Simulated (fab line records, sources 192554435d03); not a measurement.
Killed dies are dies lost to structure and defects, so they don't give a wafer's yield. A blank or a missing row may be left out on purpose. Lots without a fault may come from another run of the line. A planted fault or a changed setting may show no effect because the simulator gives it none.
Which tool did it? | flow n5_finfet | 10 lots, 30 wafers sampled, at 5 steps of a route of 1938

WHAT THE GAUGES READ, wafer by wafer
The record holds no reading of a measuring or inspecting step that can be judged against a usual standard deviation.

WHICH TOOL RAN EACH LOT (tool, then ch and the chambers of the sampled wafers, then the start)
lot  | N5_BEOL_M11_TRENCH_ETCH_37                    | N5_BEOL_M11_ALD_74                  | N5_BEOL_M11_ANNEAL_51            | N5_BEOL_M11_CMP_52            | N5_PASSIVATION_PROBE_49
L703 | rie_diel-03 ch 0,1,2, day 11 15:24 or earlier | ald_metal-03 ch 0,1,2, day 11 15:24 | rtp_anneal-01 ch 0, day 11 16:16 | cmp-02 ch 0,2, day 11 16:32   | prober-02, day 13 08:06
L705 | rie_diel-01 ch 1,3, day 11 19:11 or earlier   | ald_metal-01 ch 0,1,3, day 11 19:11 | rtp_anneal-02 ch 0, day 11 19:53 | cmp-02 ch 0,1,3, day 11 20:25 | prober-01, day 13 11:31
L706 | rie_diel-03 ch 1,2,3, day 12 16:02 or earlier | ald_metal-01 ch 0,2,3, day 12 16:02 | rtp_anneal-02 ch 0, day 12 16:54 | cmp-01 ch 0,1,3, day 12 17:10 | prober-02, day 14 09:33
L712 | rie_diel-01 ch 1,3, day 13 11:40 or earlier   | ald_metal-03 ch 1,3, day 13 11:40   | rtp_anneal-02 ch 0, day 13 12:43 | cmp-02 ch 1,2,3, day 13 12:59 | prober-02, day 15 06:18
L710 | rie_diel-04 ch 2,3, day 13 12:32 or earlier   | ald_metal-01 ch 0,1, day 13 12:32   | rtp_anneal-02 ch 0, day 13 13:20 | cmp-01 ch 0,1, day 13 13:35   | prober-01, day 15 10:26
L713 | rie_diel-01 ch 0,1,2, day 14 03:07 or earlier | ald_metal-03 ch 0,1,2, day 14 03:07 | rtp_anneal-02 ch 0, day 14 06:28 | cmp-01 ch 0,1, day 14 06:45   | prober-01, day 16 04:54
L717 | rie_diel-03 ch 0,1,2, day 15 07:23 or earlier | ald_metal-04 ch 0,1,3, day 15 07:23 | rtp_anneal-02 ch 0, day 15 11:20 | cmp-04 ch 0,3, day 15 11:38   | prober-01, day 17 07:48
L716 | rie_diel-03 ch 0,2,3, day 15 07:53 or earlier | ald_metal-04 ch 1,2,3, day 15 07:53 | rtp_anneal-02 ch 0, day 15 11:36 | cmp-01 ch 0,1,3, day 15 11:54 | prober-02, day 17 11:32
L720 | rie_diel-04 ch 1,2,3, day 16 00:44 or earlier | ald_metal-01 ch 0,1, day 16 00:44   | rtp_anneal-02 ch 0, day 16 05:22 | cmp-01 ch 0,1,3, day 16 05:40 | prober-02, day 18 04:58
L719 | rie_diel-01 ch 0,1,3, day 16 08:28 or earlier | ald_metal-01 ch 0,3, day 16 08:28   | rtp_anneal-02 ch 0, day 16 12:10 | cmp-01 ch 0,1,3, day 16 12:25 | prober-01, day 18 08:22
- N5_BEOL_M11_TRENCH_ETCH_37: etches SiCOH lowk in C4F6/O2, target depth 148.83 nm, time 48 s.
- N5_BEOL_M11_ALD_74: deposits TaN, target thk 2 nm, pulse time 2 s, purge time 3 s.
- N5_BEOL_M11_ANNEAL_51: time 90 s.
- N5_BEOL_M11_CMP_52: polishes, stops on SiCOH lowk, t overpolish 7 s, target thk 140 nm.
- N5_PASSIVATION_PROBE_49

WHAT THE TOOLS THEMSELVES READ (means of the sampled wafers that have a number; where no wafer has one, the mark that the record gives instead)
N5_BEOL_M11_TRENCH_ETCH_37. Usual: chamber_pressure_mTorr 30.002 mTorr, standard deviation 0.024; drypump_motor_current_A 5.64 A, standard deviation 0.28; oes_f_703_au 0.77 a.u., standard deviation 0.07; oes_product_au 0.76 a.u., standard deviation 0.068; rf_vpp_V 661 V, standard deviation 8; showerhead_plenum_p_Torr 2.75 Torr, standard deviation 0.12; throttle_valve_pct 20.83 %, standard deviation 0.22.
lot  | tool        | chamber_pressure_mTorr (mTorr) | drypump_motor_current_A (A) | oes_f_703_au (a.u.) | oes_product_au (a.u.) | rf_vpp_V (V) | showerhead_plenum_p_Torr (Torr) | throttle_valve_pct (%) | flag
L703 | rie_diel-03 | 30.001                         | 5.67                        | 0.79                | 0.78                  | 654          | 2.68                            | 20.85                  |
L705 | rie_diel-01 | 29.986                         | 5.69                        | 0.72                | 0.73                  | 663          | 2.73                            | 21.01                  |
L706 | rie_diel-03 | 29.994                         | 5.62                        | 0.78                | 0.77                  | 651          | 2.70                            | 20.86                  |
L712 | rie_diel-01 | 29.999                         | 5.67                        | 0.71                | 0.72                  | 662          | 2.73                            | 21.04                  |
L710 | rie_diel-04 | 30.003                         | 5.90                        | 0.73                | 0.73                  | 662          | 2.66                            | 20.84                  |
L713 | rie_diel-01 | 29.996                         | 5.80                        | 0.76                | 0.74                  | 665          | 2.88                            | 20.66                  |
L717 | rie_diel-03 | 30.013                         | 5.66                        | 0.77                | 0.76                  | 655          | 2.67                            | 20.87                  |
L716 | rie_diel-03 | 29.965                         | 5.39                        | 0.72                | 0.70                  | 656          | 2.65                            | 20.98                  |
L720 | rie_diel-04 | 30.006                         | 5.66                        | 0.79                | 0.79                  | 669          | 2.79                            | 20.85                  |
L719 | rie_diel-01 | 30.008                         | 5.72                        | 0.73                | 0.72                  | 662          | 2.80                            | 20.87                  |

N5_BEOL_M11_ALD_74. Usual: heater_power_w 433 W, standard deviation 42; precursor_vessel_pressure_torr 26.25 Torr, standard deviation 0.056.
lot  | tool         | heater_power_w (W) | precursor_vessel_pressure_torr (Torr) | flag
L703 | ald_metal-03 | 428                | 26.26                                 |
L705 | ald_metal-01 | 467                | 26.28                                 |
L706 | ald_metal-01 | 443                | 26.24                                 |
L712 | ald_metal-03 | 467                | 26.25                                 |
L710 | ald_metal-01 | 477                | 26.30                                 |
L713 | ald_metal-03 | 427                | 26.22                                 |
L717 | ald_metal-04 | 375                | 26.29                                 |
L716 | ald_metal-04 | 393                | 26.31                                 |
L720 | ald_metal-01 | 486                | 26.27                                 |
L719 | ald_metal-01 | 438                | 26.25                                 |

N5_BEOL_M11_ANNEAL_51. Usual: wafer_temp_C_max 226.17, standard deviation 0.26.
lot  | tool          | wafer_temp_C_max | flag
L703 | rtp_anneal-01 | 226.04           |
L705 | rtp_anneal-02 | 226.40           |
L706 | rtp_anneal-02 | 226.40           |
L712 | rtp_anneal-02 | 226.04           |
L710 | rtp_anneal-02 | 226.37           |
L713 | rtp_anneal-02 | 226.35           |
L717 | rtp_anneal-02 | 226.21           |
L716 | rtp_anneal-02 | 226.21           |
L720 | rtp_anneal-02 | 226.07           |
L719 | rtp_anneal-02 | 226.10           |

N5_BEOL_M11_CMP_52. Usual: barrier_field_endpoint_s 28.9 s, standard deviation 0.56; motor_current_A 6.2 A, standard deviation 0.65; overpolish_run_s 7.000 s, standard deviation 0.0096; retaining_ring_pressure_frac 1.000, standard deviation 0.0045; slurry_filter_dp_kPa 13.49 kPa, standard deviation 0.13; time_to_endpoint_s 65.8 s, standard deviation 2.3.
lot  | tool   | barrier_field_endpoint_s (s) | motor_current_A (A) | overpolish_run_s (s) | retaining_ring_pressure_frac | slurry_filter_dp_kPa (kPa) | time_to_endpoint_s (s) | flag
L703 | cmp-02 | 28.7                         | 5.9                 | 6.995                | 0.999                        | 13.46                      | 64.5                   |
L705 | cmp-02 | 28.7                         | 6.3                 | 6.997                | 1.000                        | 13.47                      | 66.9                   |
L706 | cmp-01 | 29.3                         | 6.5                 | 6.999                | 1.004                        | 13.68                      | 67.1                   |
L712 | cmp-02 | 28.8                         | 5.8                 | 7.006                | 1.002                        | 13.42                      | 65.5                   |
L710 | cmp-01 | 29.5                         | 6.6                 | 6.997                | 1.001                        | 13.41                      | 67.6                   |
L713 | cmp-01 | 29.0                         | 6.7                 | 7.003                | 1.000                        | 13.43                      | 69.5                   |
L717 | cmp-04 | 28.7                         | 5.9                 | 6.996                | 0.997                        | 13.53                      | 64.4                   |
L716 | cmp-01 | 28.8                         | 6.3                 | 6.993                | 1.001                        | 13.62                      | 68.0                   |
L720 | cmp-01 | 28.8                         | 6.3                 | 7.005                | 1.001                        | 13.45                      | 65.7                   |
L719 | cmp-01 | 29.3                         | 6.4                 | 6.997                | 0.996                        | 13.57                      | 66.8                   |

N5_PASSIVATION_PROBE_49. Usual: defect_limited_yield 91.1 %, standard deviation 1.5; killed_at_M0_to_M3 36, standard deviation 11; killed_at_M4_up 13, standard deviation 5; killed_at_contacts 13, standard deviation 5; killed_at_front_end 40, standard deviation 12; killed_at_other 3.3, standard deviation 2.3; killed_dies 106, standard deviation 17; killed_open 70, standard deviation 13; killed_short 34, standard deviation 7.6; sort_bin_5_function 5.3 %, standard deviation 0.96; sort_bin_6_memory 3.3 %, standard deviation 0.66; sort_n_pass 1074, standard deviation 17; sort_yield_pct 91.1 %, standard deviation 1.5.
lot  | tool      | defect_limited_yield (%) | killed_at_M0_to_M3 | killed_at_M4_up | killed_at_contacts | killed_at_front_end | killed_at_other | killed_dies | killed_open | killed_short | sort_bin_5_function (%) | sort_bin_6_memory (%) | sort_n_pass | sort_yield_pct (%) | flag
L703 | prober-02 | 91.0                     | 45                 | 16              | 13                 | 27                  | 5.0             | 106         | 73          | 33           | 6.1                     | 2.7                   | 1074        | 91.0               |
L705 | prober-01 | 91.5                     | 40                 | 16              | 8                  | 31                  | 5.3             | 101         | 67          | 33           | 4.8                     | 3.4                   | 1079        | 91.5               |
L706 | prober-02 | 89.1                     | 50                 | 15              | 18                 | 44                  | 1.0             | 129         | 88          | 41           | 7.0                     | 3.6                   | 1051        | 89.1               |
L712 | prober-02 | 90.8                     | 37                 | 13              | 11                 | 44                  | 3.3             | 108         | 71          | 34           | 5.6                     | 3.3                   | 1072        | 90.8               |
L710 | prober-01 | 92.5                     | 35                 | 7               | 9                  | 36                  | 1.0             | 88          | 59          | 27           | 4.3                     | 2.9                   | 1092        | 92.5               |
L713 | prober-01 | 90.9                     | 40                 | 13              | 14                 | 37                  | 3.3             | 107         | 71          | 33           | 5.5                     | 3.2                   | 1073        | 90.9               |
L717 | prober-01 | 92.2                     | 23                 | 11              | 12                 | 43                  | 3.3             | 92          | 65          | 26           | 4.6                     | 2.9                   | 1088        | 92.2               |
L716 | prober-02 | 90.9                     | 39                 | 15              | 9                  | 39                  | 5.3             | 107         | 73          | 33           | 5.5                     | 3.2                   | 1073        | 90.9               |
L720 | prober-02 | 89.9                     | 31                 | 15              | 15                 | 55                  | 3.3             | 119         | 77          | 39           | 5.7                     | 3.9                   | 1061        | 89.9               |
L719 | prober-01 | 90.4                     | 40                 | 17              | 13                 | 41                  | 3.3             | 114         | 71          | 40           | 5.1                     | 3.7                   | 1066        | 90.4               |

THE ANSWER, worked out from the rows above alone
Rule: a lot is off if the mean of its wafers that have a number lies more than 3 standard deviations from the usual mean. A lot without any number at a reading at which 4 lots or more have one is off too. The other lots that the step has rows for count as sound. The gauges are gone through in route order, then the tools' own readings, and for those a lot's mean is taken as printed above. The first step at which some lot is off is used, and at that step the reading that is off furthest; a lot without a number counts as furthest.
No lot is off at any reading shown: from this, nothing can be told.

WHAT THE SIMULATOR HAD PUT IN
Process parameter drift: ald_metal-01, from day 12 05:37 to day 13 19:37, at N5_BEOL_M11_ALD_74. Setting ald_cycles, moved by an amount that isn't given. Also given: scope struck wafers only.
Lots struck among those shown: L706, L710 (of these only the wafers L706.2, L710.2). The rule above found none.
